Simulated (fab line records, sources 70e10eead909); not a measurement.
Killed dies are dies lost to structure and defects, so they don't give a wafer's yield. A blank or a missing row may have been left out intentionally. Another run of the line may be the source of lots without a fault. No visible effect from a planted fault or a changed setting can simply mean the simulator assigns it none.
Which tool was responsible? :: flow nand-harc :: 66 wafers sampled from 22 lots at 1 step of a route of 1159

== WHAT THE GAUGES SHOWED, per wafer ==
NHARC_A_CHANNEL_FILL_D1_THK_MEAS_06: measures by ellipsometry. Usual: thk-nm 4.9 nm, standard deviation 1.
lot: L075
measured: day 10 01:25
on: film-metro-02
thk-nm (nm): 5.0 6.1 4.3
flag: 

lot: L074
measured: day 10 07:55
on: film-metro-01
thk-nm (nm): 3.9 3.1 4.3
flag: 

lot: L077
measured: day 10 14:33
on: film-metro-02
thk-nm (nm): 5.1 3.7 5.7
flag: 

lot: L076
measured: day 10 14:33
on: film-metro-01
thk-nm (nm): 3.3 6.7 4.4
flag: 

lot: L079
measured: day 10 22:22
on: film-metro-02
thk-nm (nm): 5.7 5.8 5.2
flag: 

lot: L081
measured: day 11 19:06
on: film-metro-02
thk-nm (nm): 5.4 3.9 5.4
flag: 

lot: L080
measured: day 11 19:06
on: film-metro-01
thk-nm (nm): 5.0 5.8 5.2
flag: 

lot: L082
measured: day 12 01:32
on: film-metro-02
thk-nm (nm): 5.3 5.1 3.8
flag: 

lot: L083
measured: day 12 07:44
on: film-metro-01
thk-nm (nm): 3.0 6.4 4.4
flag: 

lot: L084
measured: day 12 17:49
on: film-metro-01
thk-nm (nm): 4.5 3.4 4.3
flag: 

lot: L085
measured: day 13 08:02
on: film-metro-02
thk-nm (nm): 4.0 5.5 4.8
flag: 

lot: L086
measured: day 13 08:02
on: film-metro-01
thk-nm (nm): 5.2 6.3 5.5
flag: 

lot: L087
measured: day 13 08:02
on: film-metro-01
thk-nm (nm): 6.5 5.0 4.5
flag: 

lot: L090
measured: day 13 17:26
on: film-metro-02
thk-nm (nm): 4.7 4.8 5.5
flag: 

lot: L089
measured: day 13 17:26
on: film-metro-02
thk-nm (nm): 3.4 5.7 3.2
flag: 

lot: L092
measured: day 14 12:55
on: film-metro-02
thk-nm (nm): 7.4 5.2 5.1
flag: 

lot: L093
measured: day 14 12:55
on: film-metro-01
thk-nm (nm): 3.4 6.0 5.8
flag: 

lot: L091
measured: day 14 18:13
on: film-metro-02
thk-nm (nm): 5.0 4.6 3.9
flag: 

lot: L094
measured: day 14 23:56
on: film-metro-01
thk-nm (nm): 4.0 4.5 4.0
flag: 

lot: L096
measured: day 15 05:51
on: film-metro-01
thk-nm (nm): 6.5 5.8 3.8
flag: 

lot: L095
measured: day 15 05:53
on: film-metro-02
thk-nm (nm): 6.8 3.7 4.8
flag: 

lot: L097
measured: day 15 10:35
on: film-metro-01
thk-nm (nm): 3.6 5.6 4.6
flag: 

== WHAT TOOL EACH LOT RAN ON (gives the tool, then ch and the chambers of the sampled wafers, and finally the start) ==
The record holds no process step before these readings.

== AS READ BY THE TOOLS THEMSELVES (means over the sampled wafers that have a number; for cases with no such wafer, the mark the record gives instead) ==
The record holds no such reading with a usual standard deviation.

== THE ANSWER, worked out from the rows above alone ==
Rule: a lot is off if the mean of its wafers that have a number lies more than 3 standard deviations from the usual mean. Also off: a lot with no number at a reading for which 4 or more lots have one. Any other lot the step has rows for is counted as sound. After the gauges, taken in route order, come the tools' own readings; for these a lot's mean is taken, as printed above. The first step at which some lot is off is used, and at that step the reading that is off furthest; a lot without a number counts as furthest.
Across all readings shown, no lot is off: no conclusion can be drawn from this.

== WHAT THE SIMULATOR HAD INSERTED ==
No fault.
